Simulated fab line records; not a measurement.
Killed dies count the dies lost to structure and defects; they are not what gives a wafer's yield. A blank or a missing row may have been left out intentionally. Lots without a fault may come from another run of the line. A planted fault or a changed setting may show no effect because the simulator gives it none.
fab line records	flow n5_finfet
[record] lots = 5	wafers = 15	last_day = 17
route steps=1938 shown BEOL_M4@1099 BEOL_M5@1112 MIM_BOT_ETCH@1867 PASSIVATION@1936
lots with no fault: from the same line, run without faults
start_h: hours from the record's first day to the start of the lot's first wafer shown	wait_h: hours since the lot's step before	" the same as in the row above	L1.1+2: several wafers, shown together as one row	- no value, or no start given	* or withheld: withheld	< > ~ a bound
route shown NAME@n: NAME is a module with steps in the file, n the number in the route of the first one	usual: mean/standard deviation of fault-free wafers	same: alike in all rows	chamber/n: place in a boat	sites: per-site readings	_std_site: the values' standard deviation	_edge_site: the outer-site mean with the inner-site mean subtracted	radius_mm: for every site, how far away it sits from the centre of the wafer	mask NAME#n: copy n	behind: the tool/chamber that last shaped the wafer	hold: why the lot was held/for how many hours/how that ended	device: transistor that didn't switch, given as n, p or np	end of line: tests of these same wafers at the route's end	where a step has no rows: the recipe by itself	killed: dies lost to structure and defects at the first sort, not the wafer's yield	map: shows each die of a wafer: x if killed, . if not, _ if none is there
set.NAME: the run value of the setting; set.NAME@STEP: its run value at that earlier step	model.NAME: the simulator's own value behind a step, which no gauge read
a table for each step, a row for each wafer; lots at some steps of the route
services: when a tool's chamber went out of use (start_h, in hours from the record's first day, below 0 if earlier), for how many hours, and the reason
[[steps]]
[step N5_BEOL_M4_ANNEAL_95]
[recipe] temp_c = 400	time_s = 240	ambient = vacuum
[step N5_BEOL_M4_SPUTTER_96]
[recipe] material = Cu	target_thk_a = 45	temp_c = -20	chamber_pressure_pa = 0.07	power_w = withheld	time_s = 8.29
[step N5_BEOL_M4_ECD_50]
[recipe] material = Cu	target_thk_a = 3000
[step N5_BEOL_M4_ANNEAL_51]
[recipe] temp_c = 225	time_s = 90	ambient = N2
[step N5_BEOL_M4_CMP_52]
[recipe] stop_on = SiOC	t_overpolish_s = 6.8	down_force_psi = 1	platen_rpm = 50	clearing_platen_down_force_psi = 1.5	clearing_platen_rpm = 50	post_cmp_clean = cu_alkaline	target_thk_nm = 40	clearing_platen_pad_velocity_m_s = 0.99484	pad_velocity_m_s = 0.99484
[step N5_BEOL_M4_PRE_CLEAN_60]
[recipe] gas = NH3/H2	time_s = 15	temp_c = *	rf_power_w = 300
[step N5_BEOL_M4_CO_CAP_55]
[recipe] material = Co	target_thk_a = 20	temp_c = 200	precursor = CCTBA/H2	pressure_torr = 30	time_s = 102.1
[step N5_BEOL_M4_PRE_CLEAN_56]
[recipe] gas = NH3	time_s = 15	temp_c = withheld	rf_power_w = 300
[step N5_BEOL_M4_DEP_57]
[recipe] material = SiCN	target_thk_a = 80	temp_c = withheld	precursor = 3MS/NH3	pressure_torr = 3	rf_w = 202	time_s = 14
[step N5_BEOL_M4_RC_MEAS_101]
[usual] DIBL_N = 36.4/1.3	DIBL_P = 36.5/1.7	IOFF_N = 0.154/0.022	IOFF_P = 0.202/0.025	ION_N = 671/9.8	ION_P = 460/6.8	SS_N = 71.6/0.54	SS_P = 73.4/0.58	VT_N = 250.9/2.8	VT_P = -251.4/2.7
lot.wafer	tool	chamber	start_h	wait_h	DIBL_N[mV/V]	DIBL_P[mV/V]	IOFF_N[nA/um]	IOFF_P[nA/um]	ION_N[uA/um]	ION_P[uA/um]	SS_N[mV/dec]	SS_P[mV/dec]	VT_N[mV]	VT_P[mV]
L244.1	prober-02	0	177.79	0.0	37.4	36.4	0.146	0.175	659	448	71.6	73.0	250.6	-255.2
L244.2	"	0	"	"	38.3	38.3	0.163	0.193	662	447	71.6	73.2	253.5	-253.6
L244.4	"	0	"	"	37.6	37.2	0.156	0.190	678	459	70.8	73.3	251.2	-256.1
L243.1	prober-02	0	182.05	0.0	35.6	34.8	0.114	0.141	656	448	71.0	72.6	256.6	-257.9
L243.3	"	0	"	"	36.8	36.3	0.133	0.159	660	445	71.6	73.6	257.2	-259.5
L243.4	"	0	"	"	35.9	34.8	0.112	0.137	650	440	72.0	73.6	257.9	-257.8
L246.1	prober-02	0	204.81	0.0	37.7	37.5	0.182	0.241	695	472	71.4	73.5	246.7	-248.3
L246.2	"	0	"	"	35.8	35.2	0.151	0.192	668	463	70.9	73.4	249.6	-249.4
L246.4	"	0	"	"	37.0	36.3	0.168	0.210	681	465	70.9	73.1	247.7	-249.3
L257.1	prober-01	0	268.26	0.0	36.6	37.4	0.153	0.212	674	459	71.7	73.6	252.2	-250.5
L257.3	"	0	"	"	35.0	34.5	0.117	0.174	641	448	71.2	72.7	256.2	-253.7
L257.6	"	0	"	"	37.1	36.2	0.148	0.200	662	452	72.0	73.3	255.1	-250.5
L263.4	prober-01	0	306.06	0.5	36.5	37.8	0.169	0.209	689	468	71.7	74.0	248.4	-249.1
L263.5	"	0	"	"	34.7	35.4	0.129	0.166	667	451	71.6	73.0	252.9	-251.2
L263.6	"	0	"	"	36.7	38.3	0.172	0.206	689	462	72.6	72.5	248.4	-251.7
[step N5_BEOL_M5_ILD_DEP_00]
[recipe] material = SiCOH_lowk	target_thk_a = 1406.4	temp_c = 300	precursor = DEMS/porogen	pressure_torr = 5	rf_w = 500	time_s = 25.9
[step N5_BEOL_M5_CURE_79]
[recipe] temp_c = 385	time_s = 240	ambient = He/Ar	material = SiCOH_lowk
[step N5_BEOL_M5_PECVD_70]
[recipe] material = SiO2	target_thk_a = 160	temp_c = 400	precursor = TEOS/O2	pressure_torr = 5.5	rf_w = 450	teos_flow_sccm = 53.8	gas = O2	flow_sccm = 3000	time_s = 18
[step N5_BEOL_M5_HM_DEP_02]
[recipe] material = TiN	target_thk_a = 200	temp_c = 25	chamber_pressure_pa = 0.49996
[step N5_BEOL_M5_COAT_59]
[recipe] resist = SOC	temp_c = 250	time_s = 60	spin_rpm = 1500	resist_thk_nm = 60
[step N5_BEOL_M5_COAT_60]
[recipe] resist = SiARC	temp_c = 220	time_s = 60	spin_rpm = 1500	resist_thk_nm = 12
[step N5_BEOL_M5_COAT_71]
[recipe] resist = underlayer	temp_c = 205	time_s = 60	spin_rpm = 1500	resist_thk_nm = 5
[step N5_BEOL_M5_COAT_05]
[recipe] resist = CAR-EUV	spin_rpm = 1500	resist_thk_nm = 30
[step N5_BEOL_M5_EBR_07]
[recipe] solvent = PGMEA	ebr_width_mm = 1.5
[step N5_BEOL_M5_SOFTBAKE_06]
[recipe] temp_c = 110	time_s = 60	resist = CAR-EUV
[step N5_BEOL_M5_EXPOSE_08]
[recipe] mask_id = M5	na = 0.33	source_shape = annular	sigma_inner = 0.4	sigma_outer = 0.8	polarization = unpolarized	target_cd_nm = 28	dose_mj = 35.75
[step N5_BEOL_M5_PEB_09]
[recipe] peb_temp_c = 100	peb_time_s = 60	resist = CAR-EUV
[step N5_BEOL_M5_DEVELOP_10]
[recipe] develop_time_s = 30	developer = TMAH	resist = CAR-EUV	rinse_liquid = surfactant_rinse	dry = air_spin	dev_temp_c = 23
[step N5_BEOL_M5_DESCUM_16]
[recipe] chemistry = O2	time_s = 7	source_power_w = 50	bias_power_w = 20	pressure_mtorr = 20	rf_frequency_hz = 2.712e+07	temp_c = 40	resist = CAR-EUV	o2_flow_sccm = 225
[step N5_BEOL_M5_ETCH_72]
[recipe] chemistry = N2/H2	target = underlayer	target_depth_a = 65	mask_material = CAR-EUV	time_s = 5.2	ion_energy_ev = 200	pressure_mtorr = 30	source_w = 840	bias_w = 150	n2_flow_sccm = 200	h2_flow_sccm = 200	ends = cleared
[step N5_BEOL_M5_ETCH_61]
[recipe] chemistry = CF4	target = SiARC	target_depth_a = 156	mask_material = CAR-EUV	time_s = 26	ion_energy_ev = 80	pressure_mtorr = 40	source_w = 545	bias_w = 36	Ar_flow_sccm = 100	cf4_flow_sccm = 100	ends = cleared
[step N5_BEOL_M5_ETCH_62]
[recipe] chemistry = N2/H2	target = SOC	target_depth_a = 750	overetch_a = 150	mask_material = SiARC	temp_c = 40	time_s = 112.5	ion_energy_ev = 200	pressure_mtorr = 30	source_w = 840	bias_w = 150	n2_flow_sccm = 200	h2_flow_sccm = 200
[step N5_BEOL_M5_STRIP_63]
[recipe] chemistry = N2/H2	temp_c = 40	n2_flow_sccm = 200	h2_flow_sccm = 200	rf_frequency_hz = 6e+07
[step N5_BEOL_M5_STRIP_73]
[recipe] chemistry = N2/H2	temp_c = 40	n2_flow_sccm = 200	h2_flow_sccm = 200	rf_frequency_hz = 6e+07
[step N5_BEOL_M5_STRIP_64]
[recipe] chemistry = CF4	resist = SiARC	power_w = 300	bias_power_w = 75	pressure_mtorr = 50	cf4_flow_sccm = 150	rf_frequency_hz = 6e+07
[step N5_BEOL_M5_HM_OPEN_17]
[recipe] chemistry = Cl2/BCl3	target_depth_a = 200	overetch_a = 60	target = TiN	mask_material = SOC	ion_energy_ev = 150	pressure_mtorr = 10	icp_w = 1000	bias_w = 126	Cl2_flow_sccm = 53.25	bcl3_flow_sccm = 21.75	Ar_flow_sccm = 25
[step N5_BEOL_M5_STRIP_19]
[recipe] chemistry = O2	power_w = 400	temp_c = 40	pressure_mtorr = 30	rf_frequency_hz = 6e+07	bias_power_w = 0	overash_fraction = 0.2	o2_flow_sccm = 225
[step N5_BEOL_M5_COAT_65]
[recipe] resist = SOC	temp_c = 250	time_s = 60	spin_rpm = 1500	resist_thk_nm = 60
[step N5_BEOL_M5_COAT_66]
[recipe] resist = SiARC	temp_c = 220	time_s = 60	spin_rpm = 1500	resist_thk_nm = 12
[step N5_MIM_BOT_ETCH_ETCH_03]
[recipe] chemistry = Cl2/BCl3	target_depth_a = 120	pressure_mtorr = 8	icp_w = 800	bias_w = 100	Cl2_flow_sccm = 20	bcl3_flow_sccm = 80
[usual] bcl3_flow_sccm = 80.00/0.23	bias_w = 99.98/0.3	chamber_pressure_mTorr = 7.999/0.007	drypump_motor_current_A = 5.6/0.41	oes_product_au = 0.79/0.07	throttle_valve_pct = 27.54/0.27
lot.wafer	tool	chamber	start_h	wait_h	bcl3_flow_sccm	bias_w	chamber_pressure_mTorr	drypump_motor_current_A	oes_product_au	rf_hours_counter_h	throttle_valve_pct	model.coat_of_MIM_BOT_LITHO_COAT_02.thk_nm
L244.1	rie_metal-02	1	269.00	0.1	-	-	-	-	-	-	-	*
L244.2	"	0	"	"	-	-	-	-	-	-	-	*
L244.4	"	1	"	"	-	-	-	-	-	-	-	*
L243.1	rie_metal-03	1	273.00	0.1	-	-	-	-	-	-	-	*
L243.3	"	1	"	"	-	-	-	-	-	-	-	*
L243.4	"	0	"	"	-	-	-	-	-	-	-	*
L246.1	rie_metal-01	0	306.63	0.1	-	-	-	-	-	-	-	*
L246.2	"	1	"	"	-	-	-	-	-	-	-	*
L246.4	"	0	"	"	-	-	-	-	-	-	-	*
L257.1	rie_metal-03	0	371.50	0.1	80.24	99.36	8.009	5.3	0.82	25	27.02	*
L257.3	"	0	"	"	80.00	99.88	7.989	5.3	0.81	-	27.02	*
L257.6	"	0	"	"	79.99	99.65	7.995	5.3	0.80	-	27.02	*
L263.4	rie_metal-02	1	394.96	0.1	80.13	99.75	8.007	6.0	0.80	-	27.80	*
L263.5	"	0	"	"	80.30	100.31	8.002	5.0	0.93	-	27.44	*
L263.6	"	1	"	"	80.19	99.96	8.002	6.0	0.80	-	27.80	*
[step N5_MIM_BOT_ETCH_ETCH_00]
[recipe] chemistry = Cl2/BCl3	target = TiN	target_depth_a = 455	ion_energy_ev = 150	pressure_mtorr = 10	icp_w = 1000	bias_w = 126	Cl2_flow_sccm = 53.25	bcl3_flow_sccm = 21.75	Ar_flow_sccm = 25
[usual] bcl3_flow_sccm = 21.74/0.071	bias_w = 126.0/0.36	chamber_pressure_mTorr = 10.000/0.0082	drypump_motor_current_A = 5.6/0.4	oes_product_au = 0.80/0.069	throttle_valve_pct = 21.88/0.23
lot.wafer	tool	chamber	start_h	wait_h	bcl3_flow_sccm	bias_w	chamber_pressure_mTorr	drypump_motor_current_A	oes_product_au	rf_hours_counter_h	throttle_valve_pct	model.coat_of_MIM_BOT_LITHO_COAT_02.thk_nm
L244.1	rie_metal-02	1	269.09	0.1	21.69	125.9	10.009	6.0	0.85	24	22.07	*
L244.2	"	0	"	"	21.73	126.3	10.009	5.0	0.63	106	21.99	*
L244.4	"	1	"	"	21.74	126.1	9.991	6.0	0.84	-	22.08	*
L243.1	rie_metal-03	1	273.09	0.1	21.62	126.1	9.997	5.9	0.75	48	21.93	*
L243.3	"	1	"	"	21.67	125.5	10.006	5.9	0.76	-	21.93	*
L243.4	"	0	"	"	21.78	125.9	10.007	5.3	0.83	-	21.43	*
L246.1	rie_metal-01	0	306.72	0.1	21.76	125.8	9.999	5.3	0.85	21	21.79	*
L246.2	"	1	"	"	21.76	126.2	9.982	6.1	0.75	53	22.14	*
L246.4	"	0	"	"	21.75	125.3	10.004	5.3	0.83	-	21.81	*
L257.1	rie_metal-03	0	371.59	0.1	21.73	125.6	10.006	5.3	0.82	25	21.47	*
L257.3	"	0	"	"	21.73	125.4	10.015	5.3	0.81	-	21.45	*
L257.6	"	0	"	"	21.71	125.7	9.987	5.3	0.81	-	21.44	*
L263.4	rie_metal-02	1	395.06	0.1	21.69	126.5	10.004	6.0	0.80	-	22.11	*
L263.5	"	0	"	"	21.63	125.8	10.007	5.0	0.92	-	21.80	*
L263.6	"	1	"	"	21.76	125.4	9.997	6.0	0.80	-	22.11	*
[step N5_PASSIVATION_PROBE_49]
[usual] defect_limited_yield = 91.1/1.3	killed_at_M0_to_M3 = 34/10	killed_at_M4_up = 14/5.7	killed_at_contacts = 12/5.9	killed_at_front_end = 41/12	killed_at_other = 4/3.1	killed_dies = 105/15	killed_on_rim = 14/4.2	killed_open = 69/11	killed_short = 35/7.8	sort_bin_5_function = 5.3/0.81	sort_bin_6_memory = 3.3/0.75	sort_n_pass = 1075/15	sort_yield_pct = 91.1/1.3
[same] gross_dies = 1180	killed_at_back_side = 0	sort_bin_4_leakage[%] = 0	sort_bin_8_speed[%] = 0
lot.wafer	tool	chamber	start_h	wait_h	defect_limited_yield[%]	killed_at_M0_to_M3	killed_at_M4_up	killed_at_contacts	killed_at_front_end	killed_at_other	killed_dies	killed_on_rim	killed_open	killed_short	sort_bin_5_function[%]	sort_bin_6_memory[%]	sort_n_pass	sort_yield_pct[%]
L244.1	prober-01	-	279.32	0.0	0	25	13	16	51	1075	1180	152	69	36	95.8	3.9	0	0
L244.2	prober-01	-	279.37	0.1	0	17	14	20	36	1093	1180	152	65	20	97.3	2.6	0	0
L244.4	prober-01	-	279.47	0.2	0	23	18	14	34	1091	1180	152	57	32	96.7	2.8	0	0
L243.1	prober-02	-	282.08	0.0	0	33	22	10	32	1083	1180	152	62	39	96.4	3.4	0	0
L243.3	prober-02	-	282.18	0.1	0	43	7	25	35	1070	1180	152	69	45	95.8	3.6	0	0
L243.4	prober-02	-	282.23	0.2	0	21	14	21	45	1079	1180	152	70	33	97.2	2.6	0	0
L246.1	prober-01	-	316.64	0.0	0	22	26	8	30	1094	1180	152	55	33	97.3	2.5	0	0
L246.2	prober-01	-	316.69	0.1	0	28	31	7	37	1077	1180	152	69	32	96.5	2.9	0	0
L246.4	prober-01	-	316.79	0.2	0	44	16	6	31	1083	1180	152	64	32	96.3	3.6	0	0
// killed by level:class
L244.1 MIM_BOT_ETCH:area_etch=1073 MOL_CONTACT_COAG:geometric_particle:open=13 GATE_CUT:geometric_particle:short=11 FIN_SAQP:geometric_particle:open=8 BEOL_M4:geometric_particle:open=8 STI_FIN_REVEAL:geometric_particle:open=7 BEOL_M1:geometric_particle:open=6 BEOL_M0_SAQP:geometric_particle:short=5
L244.2 MIM_BOT_ETCH:area_etch=1093 MOL_CONTACT_COAG:geometric_particle:open=17 STI_FIN_REVEAL:geometric_particle:open=7 BEOL_M4:geometric_particle:open=6 GATE_CUT:geometric_particle:open=5 BEOL_M0:geometric_particle:open=5 BEOL_M2:geometric_particle:open=5 FIN_SAQP:geometric_particle:open=4
L244.4 MIM_BOT_ETCH:area_etch=1091 MOL_CONTACT_COAG:geometric_particle:open=12 GATE_CUT:geometric_particle:open=6 BEOL_M4:geometric_particle:open=6 BEOL_M1:geometric_particle:open=5 STI_FIN_REVEAL:geometric_particle:short=4 STI_FIN_REVEAL:geometric_particle:open=4 STARTING-WAFER:geometric_particle:short=4
L243.1 MIM_BOT_ETCH:area_etch=1077 BEOL_M4:geometric_particle:open=14 BEOL_M2:geometric_particle:open=9 MOL_CONTACT_COAG:geometric_particle:open=7 BEOL_M0_SAQP:geometric_particle:short=7 FIN_SAQP:geometric_particle:short=6 FIN_SAQP:geometric_particle:open=6 GATE_CUT:geometric_particle:short=5
L243.3 MIM_BOT_ETCH:area_etch=1064 MOL_CONTACT_COAG:geometric_particle:open=18 BEOL_M2:geometric_particle:open=10 BEOL_M0_SAQP:geometric_particle:short=9 BEOL_M0_SAQP:geometric_particle:open=9 STI_FIN_REVEAL:geometric_particle:open=7 MOL_CONTACT_COAG:geometric_particle:short=7 BEOL_M2:geometric_particle:short=6
L243.4 MIM_BOT_ETCH:area_etch=1076 MOL_CONTACT_COAG:geometric_particle:open=19 FIN_SAQP:geometric_particle:open=12 BEOL_M4:geometric_particle:open=9 GATE_CUT:geometric_particle:short=8 STI_FIN_REVEAL:geometric_particle:open=6 FIN_SAQP:geometric_particle:short=5 BEOL_M2:geometric_particle:open=5
L246.1 MIM_BOT_ETCH:area_etch=1089 BEOL_M4:geometric_particle:open=12 STI_FIN_REVEAL:geometric_particle:open=10 GATE_CUT:geometric_particle:short=5 MOL_CONTACT_COAG:geometric_particle:open=5 BEOL_M3:geometric_particle:open=5 BEOL_M5:geometric_particle:open=5 BEOL_M0_SAQP:geometric_particle:short=4
L246.2 MIM_BOT_ETCH:area_etch=1076 BEOL_M4:geometric_particle:open=19 FIN_SAQP:geometric_particle:open=7 DUMMY_GATE:geometric_particle:open=6 GATE_CUT:geometric_particle:short=6 STI_FIN_REVEAL:geometric_particle:open=5 MOL_CONTACT_COAG:geometric_particle:open=5 BEOL_M0_SAQP:geometric_particle:short=5
L246.4 MIM_BOT_ETCH:area_etch=1082 BEOL_M0_SAQP:geometric_particle:short=11 BEOL_M2:geometric_particle:open=10 BEOL_M0_SAQP:geometric_particle:open=8 BEOL_M4:geometric_particle:open=8 STI_FIN_REVEAL:geometric_particle:open=7 FIN_SAQP:geometric_particle:open=6 MOL_CONTACT_COAG:geometric_particle:open=6
// map L243.1 (x killed, . not)
_________________xxxxxxxxxxxx________________
______________xxxxxxxxxxxxxxxxxx_____________
___________xxxxxxxxxxxxxxxxxxxxxxxx__________
__________xxxxxxxxxxxxxxxxxxxxxxxxxx_________
________xxxxxxxxxxxxxxxxxxxxxxxxxxxxxx_______
_______xxxxxxxxxxxxxxxxxxxxxxxxxxxxxxxx______
______xxxxxxxxxxxxxxxxxxxxxxxxxxxxxxxxxx_____
_____xxxxxxxxxxxxxxxxxxxxxxxxxxxxxxxxxxxx____
____xxxxxxxxxxxxxxxxxxxxxxxxxxxxxxxxxxxxxx___
___xxxxxxxxxxxxxxxxxxxxxxxxxxxxxxxxxxxxxxxx__
___xxxxxxxxxxxxxxxxxxxxxxxxxxxxxxxxxxxxxxxx__
__xxxxxxxxxxxxxxxxxxxxxxxxxxxxxxxxxxxxxxxxxx_
__xxxxxxxxxxxxxxxxxxxxxxxxxxxxxxxxxxxxxxxxxx_
_xxxxxxxxxxxxxxxxxxxxxxxxxxxxxxxxxxxxxxxxxxxx
_xxxxxxxxxxxxxxxxxxxxxxxxxxxxxxxxxxxxxxxxxxxx
_xxxxxxxxxxxxxxxxxxxxxxxxxxxxxxxxxxxxxxxxxxxx
_xxxxxxxxxxxxxxxxxxxxxxxxxxxxxxxxxxxxxxxxxxxx
_xxxxxxxxxxxxxxxxxxxxxxxxxxxxxxxxxxxxxxxxxxxx
_xxxxxxxxxxxxxxxxxxxxxxxxxxxxxxxxxxxxxxxxxxxx
_xxxxxxxxxxxxxxxxxxxxxxxxxxxxxxxxxxxxxxxxxxxx
_xxxxxxxxxxxxxxxxxxxxxxxxxxxxxxxxxxxxxxxxxxxx
__xxxxxxxxxxxxxxxxxxxxxxxxxxxxxxxxxxxxxxxxxx_
__xxxxxxxxxxxxxxxxxxxxxxxxxxxxxxxxxxxxxxxxxx_
___xxxxxxxxxxxxxxxxxxxxxxxxxxxxxxxxxxxxxxxx__
___xxxxxxxxxxxxxxxxxxxxxxxxxxxxxxxxxxxxxxxx__
____xxxxxxxxxxxxxxxxxxxxxxxxxxxxxxxxxxxxxx___
_____xxxxxxxxxxxxxxxxxxxxxxxxxxxxxxxxxxxx____
______xxxxxxxxxxxxxxxxxxxxxxxxxxxxxxxxxx_____
_______xxxxxxxxxxxxxxxxxxxxxxxxxxxxxxxx______
________xxxxxxxxxxxxxxxxxxxxxxxxxxxxxx_______
__________xxxxxxxxxxxxxxxxxxxxxxxxxx_________
___________xxxxxxxxxxxxxxxxxxxxxxxx__________
______________xxxxxxxxxxxxxxxxxx_____________
_________________xxxxxxxxxxxx________________
// map L244.1 (x killed, . not)
_________________xxxxxxxxxxxx________________
______________xxxxxxxxxxxxxxxxxx_____________
___________xxxxxxxxxxxxxxxxxxxxxxxx__________
__________xxxxxxxxxxxxxxxxxxxxxxxxxx_________
________xxxxxxxxxxxxxxxxxxxxxxxxxxxxxx_______
_______xxxxxxxxxxxxxxxxxxxxxxxxxxxxxxxx______
______xxxxxxxxxxxxxxxxxxxxxxxxxxxxxxxxxx_____
_____xxxxxxxxxxxxxxxxxxxxxxxxxxxxxxxxxxxx____
____xxxxxxxxxxxxxxxxxxxxxxxxxxxxxxxxxxxxxx___
___xxxxxxxxxxxxxxxxxxxxxxxxxxxxxxxxxxxxxxxx__
___xxxxxxxxxxxxxxxxxxxxxxxxxxxxxxxxxxxxxxxx__
__xxxxxxxxxxxxxxxxxxxxxxxxxxxxxxxxxxxxxxxxxx_
__xxxxxxxxxxxxxxxxxxxxxxxxxxxxxxxxxxxxxxxxxx_
_xxxxxxxxxxxxxxxxxxxxxxxxxxxxxxxxxxxxxxxxxxxx
_xxxxxxxxxxxxxxxxxxxxxxxxxxxxxxxxxxxxxxxxxxxx
_xxxxxxxxxxxxxxxxxxxxxxxxxxxxxxxxxxxxxxxxxxxx
_xxxxxxxxxxxxxxxxxxxxxxxxxxxxxxxxxxxxxxxxxxxx
_xxxxxxxxxxxxxxxxxxxxxxxxxxxxxxxxxxxxxxxxxxxx
_xxxxxxxxxxxxxxxxxxxxxxxxxxxxxxxxxxxxxxxxxxxx
_xxxxxxxxxxxxxxxxxxxxxxxxxxxxxxxxxxxxxxxxxxxx
_xxxxxxxxxxxxxxxxxxxxxxxxxxxxxxxxxxxxxxxxxxxx
__xxxxxxxxxxxxxxxxxxxxxxxxxxxxxxxxxxxxxxxxxx_
__xxxxxxxxxxxxxxxxxxxxxxxxxxxxxxxxxxxxxxxxxx_
___xxxxxxxxxxxxxxxxxxxxxxxxxxxxxxxxxxxxxxxx__
___xxxxxxxxxxxxxxxxxxxxxxxxxxxxxxxxxxxxxxxx__
____xxxxxxxxxxxxxxxxxxxxxxxxxxxxxxxxxxxxxx___
_____xxxxxxxxxxxxxxxxxxxxxxxxxxxxxxxxxxxx____
______xxxxxxxxxxxxxxxxxxxxxxxxxxxxxxxxxx_____
_______xxxxxxxxxxxxxxxxxxxxxxxxxxxxxxxx______
________xxxxxxxxxxxxxxxxxxxxxxxxxxxxxx_______
__________xxxxxxxxxxxxxxxxxxxxxxxxxx_________
___________xxxxxxxxxxxxxxxxxxxxxxxx__________
______________xxxxxxxxxxxxxxxxxx_____________
_________________xxxxxxxxxxxx________________
[[services]]
tool	chamber	start_h	hours	kind
rie_metal-02	-	250.37	0.5	repair
rie_metal-02	0	318.97	-	clean
rie_metal-02	0	318.97	17.0	scheduled_down
rie_metal-02	0	318.97	17.0	vent_cycle
rie_metal-02	-	340.53	4.3	pm
rie_metal-03	-	375.76	0.7	repair
rie_metal-03	-	382.05	28.1	pm
[[key]]
[first_sign] step = N5_MIM_BOT_ETCH_ETCH_03	reading = tool_record	direction = missing
[effect] step = N5_PASSIVATION_PROBE_49	reading = killed_at_other	direction = up	sigmas = 99+	usual = 4	struck = 1083
[model_effect] step = N5_MIM_BOT_ETCH_ETCH_03	value = coat_of_MIM_BOT_LITHO_COAT_02.thk_nm	without = *	struck = *
[model_effect] step = N5_MIM_BOT_ETCH_ETCH_00	value = coat_of_MIM_BOT_LITHO_COAT_02.thk_nm	without = *	struck = *
[more_kills_born_at] N5_MIM_BOT_ETCH_ETCH_03@rie_metal-02 = 3257	N5_MIM_BOT_ETCH_ETCH_03@rie_metal-01 = 3247	N5_MIM_BOT_ETCH_ETCH_03@rie_metal-03 = 3217
met_at N5_MIM_BOT_ETCH_ETCH_03
struck_wafers L243.1,L243.3,L243.4,L244.1,L244.2,L244.4,L246.1,L246.2,L246.4
later_rows_left_out L243.1,L243.3,L243.4,L244.1,L244.2,L244.4,L246.1,L246.2,L246.4
[fault] kind = skipped_step_whole	tool = rie_metal-01,rie_metal-02,rie_metal-03	chamber = -	onset_h = 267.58	steps = N5_MIM_BOT_ETCH_ETCH_03	scope = struck_lots_only
// later_rows_left_out: the simulator's readings of these wafers behind a module that went badly wrong aren't trusted and aren't shown, but for the sort
